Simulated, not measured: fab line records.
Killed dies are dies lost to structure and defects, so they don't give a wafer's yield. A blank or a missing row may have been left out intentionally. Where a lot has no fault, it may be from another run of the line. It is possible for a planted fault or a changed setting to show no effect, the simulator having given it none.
Struck lot and sound lot, side by side    flow n5_finfet    20 steps out of a route of 1938
Sound: these wafers, L773.1, L773.5, L773.6. Struck: wafers L768.1, L768.3, L768.6. The cause is given at the end.
Per side, at each step with rows, come the tool, then ch with its chambers, and then its first start. Under that, the readings that differ: sound wafers    struck wafers    difference of the means    sigmas: that difference in standard deviations of wafers without a fault.
alike: words and numbers the same on both sides, and readings whose means are apart by under 2 such deviations; not compared: readings that were withheld, readings missing a value for some wafer, numbers with overlapping values and no deviation given by the record, and bounds like >300 which may hide the same value.
The two part at a step that has a row with sigmas, a row that says differs or no value, or rows on one side only. Non-overlapping numbers with no deviation appear without sigmas and do not part them. A reading that every wafer of one side lacks parts them only if that side has two wafers or more.

first, 8 steps without rows for these wafers: N5_BEOL_M11_SPUTTER_48 (material Cu, target thk 12 nm, time 2 s); N5_BEOL_M11_ECD_50 (material Cu, target thk 318 nm); N5_BEOL_M11_ANNEAL_51 (time 90 s); N5_BEOL_M11_CMP_52 (polishes, stops on SiCOH lowk, t overpolish 7 s, target thk 140 nm); N5_BEOL_M11_PRE_CLEAN_55 (time 15 s); N5_BEOL_M11_DEP_56 (deposits SiCN from 3MS/NH3, target thk 30 nm, time 10.5 s); N5_BEOL_M12_ILD_DEP_00 (deposits SiOC from DEMS/O2, target thk 658.92 nm, time 130.7 s); N5_BEOL_M12_COAT_58 (time 60 s, resist thk 89 nm).
N5_BEOL_M12_COAT_04: resist thk 400 nm.
  sound on litho_track-05 ch 0, day 17 08:22; struck on litho_track-02 ch 0, day 15 15:58
reading                                     sound                 struck                difference  sigmas
spin_speed_rpm (rpm)                        1622.8 1624.5 1626.2  1458.6 1460.0 1457.4  -165.8      -99 or more
model.coat_of_BEOL_M12_COAT_04.thk_nm (nm)  401 402 400.6         421.8 423.2 422.2     +21.2       
  alike: chill_plate_temp_C
then, 8 steps without rows for these wafers: N5_BEOL_M12_EBR_06; N5_BEOL_M12_SOFTBAKE_05 (time 60 s); N5_BEOL_M12_EXPOSE_07 (exposes mask V11); N5_BEOL_M12_PEB_08 (peb time 90 s); N5_BEOL_M12_DEVELOP_09 (develop time 45 s); N5_BEOL_M12_HARDBAKE_14 (time 120 s); N5_BEOL_M12_DESCUM_15 (chemistry O2, time 7.9 s); N5_BEOL_M12_ETCH_59 (etches BARC in N2/H2, target depth 89 nm, overetch 26.7 nm, time 67.9 s).
N5_BEOL_M12_VIA_ETCH_16: etches SiOC in C4F8/O2/Ar, target depth 724.8 nm.
  sound on rie_diel-03 ch 0,2,3, day 17 08:49; struck on rie_diel-03 ch 0,1,3, day 15 16:34
reading                                     sound            struck             difference  sigmas
model.coat_of_BEOL_M12_COAT_04.thk_nm (nm)  120 121.4 121.2  146.2 143.6 141.8  +23.0       
  alike: drypump_motor_current_A, oes_product_au, rf_vpp_V, showerhead_plenum_p_Torr, throttle_valve_pct
N5_BEOL_M12_STRIP_63: strips in N2/H2.
  sound on plasma_asher-01 ch 0,1, day 17 09:01; struck on plasma_asher-01 ch 0,1, day 15 16:46
reading                       sound           struck          difference  sigmas
strip_time_to_endpoint_s (s)  41.7 42.1 42.0  48.7 48.0 47.5  +6.1        +7
  alike: drypump_motor_current_A, heater_power_w, n2_flow_sccm, oes_product_au
  not compared: rf_hours_counter_h
then, 1 step without rows for these wafers: N5_BEOL_M12_STRIP_64 (strips in N2/H2).

## WHERE THEY PART
Last at N5_BEOL_M12_STRIP_63 as far as this record goes, first at N5_BEOL_M12_COAT_04.

WHY: what the simulator had put in
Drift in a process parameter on litho_track-02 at N5_BEOL_M12_COAT_04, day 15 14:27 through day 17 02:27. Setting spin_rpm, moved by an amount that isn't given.
